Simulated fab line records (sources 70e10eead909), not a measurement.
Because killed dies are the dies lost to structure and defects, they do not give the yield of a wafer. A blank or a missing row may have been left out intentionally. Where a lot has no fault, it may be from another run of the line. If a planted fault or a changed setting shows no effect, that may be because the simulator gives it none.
Chamber matching / flow nand_harc / 4 sister chambers for NHARC_A_CONTACT_ETCH_102 on rie_diel-09
The step etches the open film in CF4/O2, target depth 100 nm, overetch 10 nm, time 55 s. 24 wafers are shown with their chamber, then 12 later ones without.

WAFERS WITH THEIR CHAMBER
wafer=L074.3; chamber=1; drypump_motor_current_A (A)=6.5; rf_vpp_V (V)=196.2; rf_fwd_power_W (W)=295.0
wafer=L074.4; chamber=2; drypump_motor_current_A (A)=5.1; rf_vpp_V (V)=197.7; rf_fwd_power_W (W)=296.8
wafer=L074.6; chamber=3; drypump_motor_current_A (A)=5.5; rf_vpp_V (V)=199.7; rf_fwd_power_W (W)=295.7
wafer=L076.4; chamber=2; drypump_motor_current_A (A)=5.1; rf_vpp_V (V)=196.0; rf_fwd_power_W (W)=297.8
wafer=L076.5; chamber=0; drypump_motor_current_A (A)=6.4; rf_vpp_V (V)=200.2; rf_fwd_power_W (W)=298.0
wafer=L076.6; chamber=3; drypump_motor_current_A (A)=5.5; rf_vpp_V (V)=198.3; rf_fwd_power_W (W)=295.8
wafer=L080.1; chamber=1; drypump_motor_current_A (A)=6.5; rf_vpp_V (V)=196.6; rf_fwd_power_W (W)=298.3
wafer=L080.4; chamber=3; drypump_motor_current_A (A)=5.4; rf_vpp_V (V)=197.9; rf_fwd_power_W (W)=296.2
wafer=L080.5; chamber=1; drypump_motor_current_A (A)=6.5; rf_vpp_V (V)=197.5; rf_fwd_power_W (W)=296.6
wafer=L083.1; chamber=3; drypump_motor_current_A (A)=5.4; rf_vpp_V (V)=197.6; rf_fwd_power_W (W)=296.2
wafer=L083.4; chamber=3; drypump_motor_current_A (A)=5.5; rf_vpp_V (V)=198.3; rf_fwd_power_W (W)=296.5
wafer=L083.6; chamber=2; drypump_motor_current_A (A)=5.1; rf_vpp_V (V)=199.3; rf_fwd_power_W (W)=298.4
wafer=L084.1; chamber=3; drypump_motor_current_A (A)=5.5; rf_vpp_V (V)=199.0; rf_fwd_power_W (W)=295.1
wafer=L084.5; chamber=2; drypump_motor_current_A (A)=5.1; rf_vpp_V (V)=196.9; rf_fwd_power_W (W)=297.8
wafer=L084.6; chamber=1; drypump_motor_current_A (A)=6.5; rf_vpp_V (V)=197.2; rf_fwd_power_W (W)=296.0
wafer=L085.1; chamber=0; drypump_motor_current_A (A)=6.4; rf_vpp_V (V)=198.5; rf_fwd_power_W (W)=296.8
wafer=L085.3; chamber=2; drypump_motor_current_A (A)=5.1; rf_vpp_V (V)=196.6; rf_fwd_power_W (W)=297.7
wafer=L085.5; chamber=0; drypump_motor_current_A (A)=6.4; rf_vpp_V (V)=198.6; rf_fwd_power_W (W)=296.6
wafer=L089.2; chamber=1; drypump_motor_current_A (A)=6.5; rf_vpp_V (V)=197.1; rf_fwd_power_W (W)=297.5
wafer=L089.3; chamber=3; drypump_motor_current_A (A)=5.4; rf_vpp_V (V)=198.1; rf_fwd_power_W (W)=296.8
wafer=L089.5; chamber=0; drypump_motor_current_A (A)=6.3; rf_vpp_V (V)=199.1; rf_fwd_power_W (W)=296.8
wafer=L087.2; chamber=1; drypump_motor_current_A (A)=6.5; rf_vpp_V (V)=198.2; rf_fwd_power_W (W)=296.3
wafer=L087.4; chamber=0; drypump_motor_current_A (A)=6.4; rf_vpp_V (V)=199.2; rf_fwd_power_W (W)=298.2
wafer=L087.6; chamber=3; drypump_motor_current_A (A)=5.4; rf_vpp_V (V)=200.0; rf_fwd_power_W (W)=294.4

SIGNATURES (means of the wafers above)
reading=drypump_motor_current_A; chamber 0=6.380; chamber 1=6.500; chamber 2=5.100; chamber 3=5.450; scatter within a chamber=0.0374
reading=rf_vpp_V; chamber 0=199.120; chamber 1=197.133; chamber 2=197.300; chamber 3=198.613; scatter within a chamber=0.895
reading=rf_fwd_power_W; chamber 0=297.280; chamber 1=296.617; chamber 2=297.700; chamber 3=295.837; scatter within a chamber=0.854
Rule: for each reading, subtract the chamber's mean from the wafer's reading, divide by that reading's scatter and square the result; add these up over the readings and take the root, which gives the wafer's distance from the chamber. If the next closest chamber is less than 2 further off than the closest, the wafer can't be placed; otherwise it belongs to the closest. The scatter: take each reading less its chamber's mean, square it, sum over the shown wafers, divide by the number of wafers less the number of chambers, and take the root.

WAFERS MISSING THEIR CHAMBER
wafer=L088.2; drypump_motor_current_A (A)=5.4; rf_vpp_V (V)=200.6; rf_fwd_power_W (W)=295.7
wafer=L088.5; drypump_motor_current_A (A)=6.4; rf_vpp_V (V)=199.1; rf_fwd_power_W (W)=298.3
wafer=L088.6; drypump_motor_current_A (A)=5.5; rf_vpp_V (V)=198.5; rf_fwd_power_W (W)=296.2
wafer=L091.2; drypump_motor_current_A (A)=6.3; rf_vpp_V (V)=198.3; rf_fwd_power_W (W)=299.3
wafer=L091.3; drypump_motor_current_A (A)=5.1; rf_vpp_V (V)=197.4; rf_fwd_power_W (W)=299.2
wafer=L091.5; drypump_motor_current_A (A)=6.3; rf_vpp_V (V)=199.1; rf_fwd_power_W (W)=297.9
wafer=L093.4; drypump_motor_current_A (A)=6.4; rf_vpp_V (V)=199.4; rf_fwd_power_W (W)=297.7
wafer=L093.5; drypump_motor_current_A (A)=5.4; rf_vpp_V (V)=198.6; rf_fwd_power_W (W)=296.0
wafer=L093.6; drypump_motor_current_A (A)=5.1; rf_vpp_V (V)=196.1; rf_fwd_power_W (W)=298.0
wafer=L097.1; drypump_motor_current_A (A)=5.1; rf_vpp_V (V)=195.0; rf_fwd_power_W (W)=298.5
wafer=L097.2; drypump_motor_current_A (A)=5.4; rf_vpp_V (V)=198.2; rf_fwd_power_W (W)=294.7
wafer=L097.5; drypump_motor_current_A (A)=6.5; rf_vpp_V (V)=197.5; rf_fwd_power_W (W)=298.2

WHICH CHAMBER EACH WENT THROUGH
wafer=L088.2; from the rows above=3; in truth=3
wafer=L088.5; from the rows above=0; in truth=0
wafer=L088.6; from the rows above=3; in truth=3
wafer=L091.2; from the rows above=0; in truth=0
wafer=L091.3; from the rows above=2; in truth=2
wafer=L091.5; from the rows above=0; in truth=0
wafer=L093.4; from the rows above=0; in truth=0
wafer=L093.5; from the rows above=3; in truth=3
wafer=L093.6; from the rows above=2; in truth=2
wafer=L097.1; from the rows above=2; in truth=2
wafer=L097.2; from the rows above=3; in truth=3
wafer=L097.5; from the rows above=can't be placed: 1 or 0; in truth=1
Correct placement for 11 of the 12. Not placeable from these rows: 1 (in 1, the candidates include the true chamber). Number placed wrongly: 0.
